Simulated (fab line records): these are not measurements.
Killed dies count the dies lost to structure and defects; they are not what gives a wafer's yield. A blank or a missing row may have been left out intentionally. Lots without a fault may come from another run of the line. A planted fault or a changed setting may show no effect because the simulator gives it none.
fab line records	flow nand-harc	part 1 of 2: steps 1 to 12 of 19
record: lots: 5	wafers: 15	last-day: 29
route steps=1302 shown A_CHANNEL_HOLE_D1@464
lots that met no fault: taken from a fault-free run of the same line
start-h: hours from the record's opening day to when the first of the lot's shown wafers began	wait-h: time in hours since the lot's previous step	" unchanged from the row above	L1.1+2: a single row standing in for several wafers	- value missing, or start not given	* or withheld: withheld	< > ~ a bound
route shown NAME@n: a module of which the file shows steps, and the number in the route of the first	usual: average and standard deviation across the fault-free wafers	same: alike in all rows	chamber/n: place in a boat	sites: each site's reading	_std_site: the values' standard deviation	_edge_site: mean of outer sites minus mean of inner sites	radius-mm: how far each site lies from the wafer's centre	mask NAME#n: copy n	behind: tool/chamber where the wafer was last shaped	hold: what put the lot on hold/how long, in hours/how the hold closed	device: whichever transistor did not switch (one of n, p or np)	end of line: the route-end tests of the same wafers	for a step that has no rows: nothing shown but its recipe	killed: the dies lost at the first sort to structure and to defects; this is not the yield of the wafer	map: the dies of a wafer, with x for killed, . for not killed, _ for no die there
set.NAME: the setting as run; set.NAME@STEP: as run at that earlier step	model.NAME: the simulator's own value behind a step, which no gauge read
lots at selected steps of the route; one table per step, one row per wafer
services: a tool's chamber out of use, with start hour (start-h, from the record's first day; less than 0 if before it), hours out, and reason
== steps ==
step: NHARC_A_CHANNEL_HOLE_D1_INSPECT_12
usual: raw-defect-count: 5.5/2.8
lot.wafer	tool	chamber	start-h	wait-h	raw-defect-count
L076.2	defect-inspect-02	-	195.55	0.0	8
L076.4	"	-	"	"	6
L076.5	"	-	"	"	4
L082.1	defect-inspect-01	-	260.45	0.0	9
L082.3	"	-	"	"	8
L082.5	"	-	"	"	2
L083.3	defect-inspect-02	-	277.20	0.0	9
L083.5	"	-	"	"	7
L083.6	"	-	"	"	9
L086.2	defect-inspect-01	-	296.15	0.0	3
L086.3	"	-	"	"	4
L086.4	"	-	"	"	3
L087.2	defect-inspect-02	-	300.99	0.0	4
L087.5	"	-	"	"	5
L087.6	"	-	"	"	2
step: NHARC_A_CHANNEL_HOLE_D1_DESCUM_15
recipe: time-s: 3	o2-flow-sccm: 200	ar-flow-sccm: 0	bias-power-w: 0	chemistry: O2
usual: drypump-motor-current-A: 5.7/0.34	mfc-ar-sccm: 0.005/0.0092	oes-product-au: 0.998/0.011	rf-vpp-V: 57.7/0.79	showerhead-plenum-p-Torr: 1.89/0.074	throttle-valve-pct: 11.310/0.0085
lot.wafer	tool	chamber	start-h	wait-h	drypump-motor-current-A	mfc-ar-sccm	oes-product-au	rf-hours-counter-h	rf-vpp-V	showerhead-plenum-p-Torr	throttle-valve-pct
L076.4	rie-diel-12	0	195.61	0.1	5.8	0	1.002	35	57.8	1.87	11.308
L076.2	"	3	"	"	5.6	0	0.965	34	58.9	1.84	11.310
L076.5	"	1	"	"	5.8	0	0.999	-	57.5	1.94	11.324
L082.3	rie-diel-03	0	260.51	0.1	5.8	0.011	0.992	11	57.9	1.82	11.322
L082.1	"	2	"	"	5.0	0.003	0.992	11	56.7	1.87	11.307
L082.5	"	0	"	"	5.8	0.011	0.998	-	59.4	1.82	11.312
L083.3	rie-diel-03	1	277.27	0.1	5.8	0	0.985	13	58.2	1.99	11.313
L083.6	"	0	"	"	5.7	0.011	1.005	-	57.3	1.82	11.318
L083.5	"	1	"	"	5.8	0	0.990	-	57.8	1.99	11.317
L086.2	rie-diel-03	0	296.21	0.1	5.7	0.011	0.999	1	57.0	1.82	11.324
L086.4	"	1	"	"	5.8	0	0.988	1	58.1	1.99	11.310
L086.3	"	2	"	"	5.0	0.003	1.000	1	57.2	1.87	11.311
L087.2	rie-diel-03	1	301.05	0.1	5.7	0	0.990	2	58.7	1.99	11.302
L087.6	"	1	"	"	5.7	0	0.992	-	59.3	1.99	11.308
L087.5	"	2	"	"	5.0	0.003	0.997	-	56.8	1.87	11.310
step: NHARC_A_CHANNEL_HOLE_D1_ETCH_38
recipe: target-depth-a: 390	over-etch-frac: 0.3	time-s: 65	ion-energy-ev: 80	cf4-flow-sccm: 150	ar-flow-sccm: 0	rf-w: 300	bias-w: 100	chemistry: CF4
usual: drypump-motor-current-A: 5.7/0.36	mfc-ar-sccm: 0.005/0.0094	oes-product-au: 0.996/0.013	rf-vpp-V: 151.0/1.2	showerhead-plenum-p-Torr: 1.75/0.063	throttle-valve-pct: 13.283/0.0094
lot.wafer	tool	chamber	start-h	wait-h	drypump-motor-current-A	mfc-ar-sccm	oes-product-au	rf-hours-counter-h	rf-vpp-V	showerhead-plenum-p-Torr	throttle-valve-pct
L076.2	rie-diel-12	1	195.69	0.1	5.8	0	0.979	32	151.5	1.79	13.282
L076.4	"	0	"	"	5.8	0	0.996	35	150.5	1.73	13.296
L076.5	"	2	"	"	5.8	0.024	0.974	-	151.8	1.79	13.285
L082.1	rie-diel-03	3	260.60	0.1	6.1	0	0.978	10	149.4	1.68	13.297
L082.3	"	0	"	"	5.7	0.011	0.994	11	149.9	1.69	13.278
L082.5	"	3	"	"	6.1	0	0.973	-	150.2	1.68	13.280
L083.3	rie-diel-03	3	277.37	0.1	6.1	0	0.973	11	149.2	1.68	13.287
L083.6	"	0	"	"	5.7	0.011	1.003	-	149.6	1.69	13.279
L083.5	"	1	"	"	5.8	0	0.977	-	149.7	1.83	13.285
L086.2	rie-diel-03	0	296.29	0.1	5.7	0.011	0.994	1	151.0	1.69	13.264
L086.4	"	1	"	"	5.8	0	0.992	1	151.8	1.83	13.270
L086.3	"	3	"	"	6.1	0	1.002	1	150.1	1.68	13.281
L087.2	rie-diel-03	2	301.13	0.1	5.0	0.003	0.993	2	150.3	1.73	13.289
L087.6	"	2	"	"	5.0	0.003	0.989	-	150.2	1.73	13.276
L087.5	"	3	"	"	6.1	0	0.989	-	149.8	1.68	13.278
step: NHARC_A_CHANNEL_HOLE_D1_ETCH_39
recipe: target-depth-a: 2600	over-etch-frac: 0.3	time-s: 325	ion-energy-ev: 200	n2-flow-sccm: 150	h2-flow-sccm: 150	ar-flow-sccm: 0	rf-w: 400	bias-w: 150	chemistry: N2/H2
usual: drypump-motor-current-A: 5.7/0.34	mfc-ar-sccm: 0.005/0.0094	oes-product-au: 0.996/0.013	rf-vpp-V: 429.8/2.4	showerhead-plenum-p-Torr: 2.01/0.081	throttle-valve-pct: 14.171/0.0083
lot.wafer	tool	chamber	start-h	wait-h	drypump-motor-current-A	mfc-ar-sccm	oes-product-au	rf-hours-counter-h	rf-vpp-V	showerhead-plenum-p-Torr	throttle-valve-pct
L076.2	rie-diel-12	3	-	-	5.6	0	0.969	34	429.0	1.96	14.160
L076.4	"	0	"	"	5.9	0	1.004	35	429.4	1.99	14.167
L076.5	"	2	"	"	5.8	0.024	0.981	-	430.5	2.07	14.179
L082.1	rie-diel-03	0	-	-	5.7	0.011	0.998	11	428.0	1.94	14.168
L082.3	"	1	"	"	5.8	0	0.978	11	433.7	2.12	14.188
L082.5	"	1	"	"	5.7	0	0.984	-	432.8	2.12	14.174
L083.3	rie-diel-03	0	-	-	5.8	0.011	0.992	13	427.4	1.94	14.179
L083.5	"	1	"	"	5.7	0	0.991	-	433.1	2.12	14.155
L083.6	"	2	"	"	5.0	0.003	1.008	-	429.4	1.99	14.178
L086.2	rie-diel-03	3	-	-	6.1	0	0.994	1	427.4	1.92	14.179
L086.3	"	1	"	"	5.8	0	0.989	1	432.8	2.12	14.168
L086.4	"	2	"	"	5.0	0.003	0.985	1	428.0	1.99	14.161
L087.2	rie-diel-03	0	-	-	5.7	0.011	1.005	2	427.2	1.93	14.174
L087.6	"	3	"	"	6.1	0	1.004	-	427.4	1.92	14.169
L087.5	"	0	"	"	5.8	0.011	1.009	-	429.0	1.93	14.175
step: NHARC_A_CHANNEL_HOLE_D1_ETCH_34
recipe: target-depth-a: 1540	time-s: 77	cf4-flow-sccm: 100	chf3-flow-sccm: 30	ar-flow-sccm: 0	rf-w: 500	bias-w: 200	chemistry: CF4/CHF3
usual: chf3-flow-sccm: 30.01/0.088	drypump-motor-current-A: 5.7/0.36	mfc-ar-sccm: 0.005/0.0084	oes-product-au: 0.943/0.029	rf-vpp-V: 369.9/2	showerhead-plenum-p-Torr: 1.55/0.056	throttle-valve-pct: 16.802/0.0091
lot.wafer	tool	chamber	start-h	wait-h	chf3-flow-sccm	drypump-motor-current-A	mfc-ar-sccm	oes-product-au	rf-hours-counter-h	rf-vpp-V	showerhead-plenum-p-Torr	throttle-valve-pct
L076.4	rie-diel-12	0	-	-	30.05	5.8	0	0.931	35	369.6	1.54	16.781
L076.2	"	2	"	"	29.76	5.8	0.024	0.893	35	372.5	1.59	16.808
L076.5	"	0	"	"	30.09	5.8	0	0.935	-	368.0	1.54	16.805
L082.1	rie-diel-03	3	-	-	29.97	6.1	0	0.919	10	368.6	1.49	16.804
L082.3	"	0	"	"	30.13	5.8	0.011	0.922	11	368.7	1.50	16.806
L082.5	"	3	"	"	30.00	6.1	0	0.912	-	369.1	1.49	16.806
L083.3	rie-diel-03	3	-	-	30.09	6.1	0	0.915	11	367.8	1.49	16.801
L083.5	"	3	"	"	30.13	6.1	0	0.907	-	367.4	1.49	16.802
L083.6	"	0	"	"	30.04	5.7	0.011	0.929	-	367.8	1.50	16.795
L086.2	rie-diel-03	0	-	-	30.05	5.8	0.011	0.961	1	369.3	1.50	16.801
L086.4	"	1	"	"	30.04	5.8	0	0.956	1	371.4	1.63	16.805
L086.3	"	2	"	"	30.01	5.0	0.003	0.987	1	370.9	1.54	16.813
L087.2	rie-diel-03	2	-	-	29.99	5.0	0.003	0.962	2	368.6	1.54	16.807
L087.6	"	2	"	"	29.86	5.0	0.003	0.957	-	369.8	1.54	16.804
L087.5	"	3	"	"	29.97	6.1	0	0.970	-	366.8	1.49	16.792
step: NHARC_A_CHANNEL_HOLE_D1_ETCH_16
recipe: target-depth-a: 31000	over-etch-frac: 0.3	time-s: 806	ion-energy-ev: 150	o2-flow-sccm: 400	cos-flow-sccm: 20	ar-flow-sccm: 0	rf-w: 500	bias-w: 300	chemistry: O2/COS
usual: drypump-motor-current-A: 5.7/0.36	mfc-ar-sccm: 0.005/0.0097	oes-product-au: 0.998/0.011	rf-vpp-V: 313.7/2	showerhead-plenum-p-Torr: 3.09/0.11	throttle-valve-pct: 28.329/0.0088
lot.wafer	tool	chamber	start-h	wait-h	drypump-motor-current-A	mfc-ar-sccm	oes-product-au	rf-hours-counter-h	rf-vpp-V	showerhead-plenum-p-Torr	throttle-valve-pct
L076.4	rie-diel-12	1	-	-	5.8	0	0.991	33	315.3	3.16	28.331
L076.2	"	3	"	"	5.6	0	0.964	34	312.5	3.00	28.330
L076.5	"	1	"	"	5.8	0	0.992	-	315.3	3.16	28.332
L082.1	rie-diel-03	1	-	-	5.7	0	0.995	12	317.1	3.24	28.318
L082.3	"	3	"	"	6.1	0	0.994	10	311.6	2.96	28.335
L082.5	"	0	"	"	5.7	0.011	1.012	-	311.9	2.98	28.317
L083.3	rie-diel-03	3	-	-	6.1	0	0.982	11	312.8	2.96	28.316
L083.6	"	3	"	"	6.1	0	0.975	-	311.9	2.96	28.318
L083.5	"	0	"	"	5.8	0.011	1.000	-	310.9	2.98	28.324
L086.4	rie-diel-03	2	-	-	5.0	0.003	1.002	1	310.4	3.06	28.333
L086.3	"	0	"	"	5.7	0.011	1.000	2	311.4	2.97	28.322
L086.2	"	1	"	"	5.8	0	0.996	1	315.9	3.24	28.319
L087.2	rie-diel-03	3	-	-	6.1	0	1.007	2	311.2	2.96	28.326
L087.5	"	1	"	"	5.8	0	0.992	-	315.7	3.24	28.327
L087.6	"	2	"	"	5.0	0.003	0.999	-	313.9	3.05	28.325
step: NHARC_A_CHANNEL_HOLE_D1_CD_MEAS_18
usual: cd-nm: 100/3.2
lot.wafer	tool	chamber	start-h	wait-h	cd-nm
L076.2	cd-sem-01	-	196.72	-	105
L076.4	"	-	"	"	100
L076.5	"	-	"	"	103
L082.1	cd-sem-02	-	261.62	-	99
L082.3	"	-	"	"	100
L082.5	"	-	"	"	102
L083.3	cd-sem-03	-	278.38	-	100
L083.5	"	-	"	"	102
L083.6	"	-	"	"	98
L086.2	cd-sem-01	-	297.32	-	98
L086.3	"	-	"	"	100
L086.4	"	-	"	"	100
L087.2	cd-sem-03	-	302.16	-	98
L087.5	"	-	"	"	99
L087.6	"	-	"	"	94
step: NHARC_A_CHANNEL_HOLE_D1_ETCH_19
recipe: bias-v: 1200	source-w: 2500	pressure-mtorr: 15	time-s: 34.5	ar-flow-sccm: 375	c4f8-flow-sccm: 28.8	o2-flow-sccm: 96.2	temp-c: -20	target-depth-a: *	chemistry: C4F8/O2/Ar
usual: c4f8-flow-sccm: 28.80/0.093	drypump-motor-current-A: 5.6/0.36	mfc-ar-sccm: 374.9/1.2	showerhead-plenum-p-Torr: 3.68/0.14	throttle-valve-pct: 37.039/0.0093
lot.wafer	tool	chamber	start-h	wait-h	c4f8-flow-sccm	drypump-motor-current-A	mfc-ar-sccm	rf-hours-counter-h	showerhead-plenum-p-Torr	throttle-valve-pct
L076.2	har-etch-02	1	196.79	0.1	28.83	5.7	376.4	307	3.45	37.051
L076.4	"	1	"	"	28.82	5.7	376.0	-	3.45	37.035
L076.5	"	1	"	"	28.95	5.7	376.1	-	3.45	37.030
L082.1	har-etch-01	1	261.71	0.1	28.80	5.1	376.1	129	3.75	37.013
L082.3	"	0	"	"	28.78	6.1	373.5	-	3.66	37.041
L082.5	"	0	"	"	28.85	6.0	373.5	-	3.66	37.038
L083.3	har-etch-01	0	280.79	2.4	28.83	6.1	373.6	-	3.65	37.044
L083.5	"	1	"	"	28.67	5.1	374.8	-	3.74	37.038
L083.6	"	0	"	"	28.86	6.1	374.4	-	3.65	37.043
L086.2	har-etch-01	1	297.41	0.1	28.74	5.1	375.9	156	3.73	37.057
L086.3	"	0	"	"	28.76	6.1	374.8	-	3.64	37.038
L086.4	"	1	"	"	28.97	5.1	374.2	-	3.73	37.024
L087.2	har-etch-02	1	302.24	0.1	28.84	5.7	375.2	364	3.98	37.028
L087.6	"	1	"	"	28.75	5.7	375.6	-	3.98	37.045
L087.5	"	0	"	"	28.86	5.7	376.7	-	3.70	37.044
step: NHARC_A_CHANNEL_HOLE_D1_ETCH_20
recipe: bias-v: 3000	source-w: withheld	pressure-mtorr: 20	time-s: 361.9	ar-flow-sccm: 375	c4f8-flow-sccm: 89.3	o2-flow-sccm: 35.7	temp-c: -20	target-depth-a: 16000	chemistry: C4F8/O2/Ar
usual: c4f8-flow-sccm: 89.28/0.26	drypump-motor-current-A: 5.6/0.36	mfc-ar-sccm: 375.0/1.1	showerhead-plenum-p-Torr: 3.64/0.13	throttle-valve-pct: 32.155/0.0093
lot.wafer	tool	chamber	start-h	wait-h	c4f8-flow-sccm	drypump-motor-current-A	mfc-ar-sccm	rf-hours-counter-h	showerhead-plenum-p-Torr	throttle-valve-pct
L076.2	har-etch-02	1	196.90	0.1	89.36	5.7	373.9	307	3.41	32.154
L076.4	"	1	"	"	89.00	5.7	376.0	-	3.41	32.154
L076.5	"	1	"	"	89.50	5.7	374.6	-	3.42	32.157
L082.1	har-etch-01	1	261.86	0.1	89.20	5.1	374.3	129	3.71	32.143
L082.3	"	0	"	"	89.38	6.1	376.4	-	3.62	32.153
L082.5	"	0	"	"	89.68	6.1	377.6	-	3.62	32.160
L083.3	har-etch-01	0	281.00	0.2	89.30	6.1	374.8	-	3.61	32.153
L083.5	"	1	"	"	89.45	5.1	375.2	-	3.70	32.158
L083.6	"	0	"	"	89.84	6.1	375.0	-	3.61	32.143
L086.2	har-etch-01	1	297.55	0.1	89.71	5.1	377.1	156	3.69	32.152
L086.3	"	0	"	"	89.55	6.1	375.6	-	3.60	32.152
L086.4	"	1	"	"	89.56	5.1	377.6	-	3.69	32.175
L087.2	har-etch-02	1	302.35	0.1	89.31	5.6	375.4	364	3.93	32.146
L087.6	"	1	"	"	89.51	5.7	375.1	-	3.93	32.179
L087.5	"	0	"	"	89.18	5.8	375.8	-	3.66	32.157
step: NHARC_A_CHANNEL_HOLE_D1_ETCH_21
recipe: bias-v: 3000	source-w: withheld	pressure-mtorr: 20	time-s: 514.3	ar-flow-sccm: 375	c4f8-flow-sccm: 89.3	o2-flow-sccm: 35.7	temp-c: -20	target-depth-a: 16000	chemistry: C4F8/O2/Ar
usual: c4f8-flow-sccm: 89.28/0.25	drypump-motor-current-A: 5.6/0.36	mfc-ar-sccm: 375.0/1.1	showerhead-plenum-p-Torr: 3.64/0.13	throttle-valve-pct: 32.156/0.0093
lot.wafer	tool	chamber	start-h	wait-h	c4f8-flow-sccm	drypump-motor-current-A	mfc-ar-sccm	rf-hours-counter-h	showerhead-plenum-p-Torr	throttle-valve-pct
L076.2	har-etch-02	1	197.22	0.3	89.48	5.7	375.6	307	3.41	32.173
L076.4	"	1	"	"	89.59	5.7	375.5	-	3.41	32.157
L076.5	"	1	"	"	89.68	5.7	375.9	-	3.41	32.160
L082.1	har-etch-01	1	262.20	0.3	89.02	5.1	375.1	130	3.71	32.150
L082.3	"	0	"	"	89.38	6.1	374.9	-	3.62	32.162
L082.5	"	0	"	"	89.35	6.1	374.1	-	3.62	32.141
L083.3	har-etch-01	0	281.38	0.3	88.92	6.1	376.8	-	3.61	32.149
L083.5	"	1	"	"	89.11	5.1	374.7	-	3.70	32.159
L083.6	"	0	"	"	88.96	6.1	376.4	-	3.61	32.152
L086.2	har-etch-01	1	297.89	0.3	89.08	5.1	373.6	157	3.69	32.155
L086.3	"	0	"	"	89.29	6.1	374.8	-	3.60	32.153
L086.4	"	1	"	"	89.34	5.1	375.0	-	3.69	32.145
L087.2	har-etch-02	1	302.66	0.3	89.41	5.7	374.7	365	3.93	32.157
L087.6	"	1	"	"	89.44	5.7	373.5	-	3.93	32.160
L087.5	"	0	"	"	89.40	5.7	376.0	-	3.66	32.171
step: NHARC_A_CHANNEL_HOLE_D1_ETCH_22
recipe: bias-v: 3000	source-w: withheld	pressure-mtorr: 20	time-s: 666.7	ar-flow-sccm: 375	c4f8-flow-sccm: 89.3	o2-flow-sccm: 35.7	temp-c: -20	target-depth-a: 16000	chemistry: C4F8/O2/Ar
usual: c4f8-flow-sccm: 89.28/0.23	drypump-motor-current-A: 5.6/0.36	mfc-ar-sccm: 374.9/1.2	showerhead-plenum-p-Torr: 3.64/0.13	throttle-valve-pct: 32.157/0.0095
lot.wafer	tool	chamber	start-h	wait-h	c4f8-flow-sccm	drypump-motor-current-A	mfc-ar-sccm	rf-hours-counter-h	showerhead-plenum-p-Torr	throttle-valve-pct
L076.2	har-etch-02	1	197.65	0.4	89.32	5.7	374.0	308	3.41	32.157
L076.4	"	1	"	"	88.99	5.7	374.7	-	3.41	32.149
L076.5	"	1	"	"	89.55	5.7	375.1	-	3.41	32.160
L082.1	har-etch-01	1	262.66	0.4	89.66	5.1	372.6	130	3.71	32.149
L082.3	"	0	"	"	88.90	6.1	373.5	-	3.62	32.169
L082.5	"	0	"	"	89.48	6.1	374.5	-	3.62	32.149
L083.3	har-etch-01	0	281.89	0.4	89.06	6.1	374.8	-	3.61	32.144
L083.5	"	1	"	"	89.32	5.1	373.5	-	3.70	32.158
L083.6	"	0	"	"	89.29	6.1	376.7	-	3.61	32.155
L086.2	har-etch-01	1	298.35	0.4	88.98	5.1	374.4	157	3.69	32.155
L086.3	"	0	"	"	89.10	6.1	375.3	-	3.60	32.168
L086.4	"	1	"	"	89.38	5.1	374.7	-	3.69	32.152
L087.2	har-etch-02	1	303.11	0.4	89.11	5.7	375.8	365	3.93	32.166
L087.6	"	1	"	"	89.38	5.7	373.7	-	3.93	32.156
L087.5	"	0	"	"	89.24	5.8	375.6	-	3.66	32.162
step: NHARC_A_CHANNEL_HOLE_D1_ETCH_23
recipe: bias-v: 5000	source-w: withheld	pressure-mtorr: 20	time-s: 819	ar-flow-sccm: 375	c4f8-flow-sccm: 89.3	o2-flow-sccm: 35.7	temp-c: -20	target-depth-a: 16000	chemistry: C4F8/O2/Ar
usual: c4f8-flow-sccm: 89.32/0.23	drypump-motor-current-A: 5.6/0.36	mfc-ar-sccm: 375.1/1.2	showerhead-plenum-p-Torr: 3.64/0.14	throttle-valve-pct: 32.156/0.0094
lot.wafer	tool	chamber	start-h	wait-h	c4f8-flow-sccm	drypump-motor-current-A	mfc-ar-sccm	rf-hours-counter-h	showerhead-plenum-p-Torr	throttle-valve-pct
L076.2	har-etch-02	1	198.22	0.5	89.03	5.7	375.2	308	3.41	32.144
L076.4	"	1	"	"	89.10	5.7	375.3	-	3.41	32.153
L076.5	"	1	"	"	89.25	5.7	376.0	-	3.41	32.160
L082.1	har-etch-01	1	263.25	0.5	89.62	5.1	374.8	131	3.71	32.167
L082.3	"	0	"	"	89.41	6.1	374.9	-	3.62	32.171
L082.5	"	0	"	"	89.53	6.0	376.4	-	3.62	32.156
L083.3	har-etch-01	0	282.52	0.5	89.05	6.1	375.7	-	3.61	32.144
L083.5	"	1	"	"	88.74	5.1	374.1	-	3.70	32.150
L083.6	"	0	"	"	89.57	6.1	376.5	-	3.61	32.156
L086.2	har-etch-01	1	298.94	0.5	89.43	5.1	375.3	158	3.69	32.162
L086.3	"	0	"	"	89.08	6.1	374.0	-	3.60	32.147
L086.4	"	1	"	"	89.52	5.1	375.2	-	3.69	32.155
L087.2	har-etch-02	1	303.69	0.5	88.99	5.7	374.6	366	3.93	32.169
L087.6	"	1	"	"	89.53	5.7	376.3	-	3.93	32.151
L087.5	"	0	"	"	89.33	5.7	375.8	-	3.66	32.156
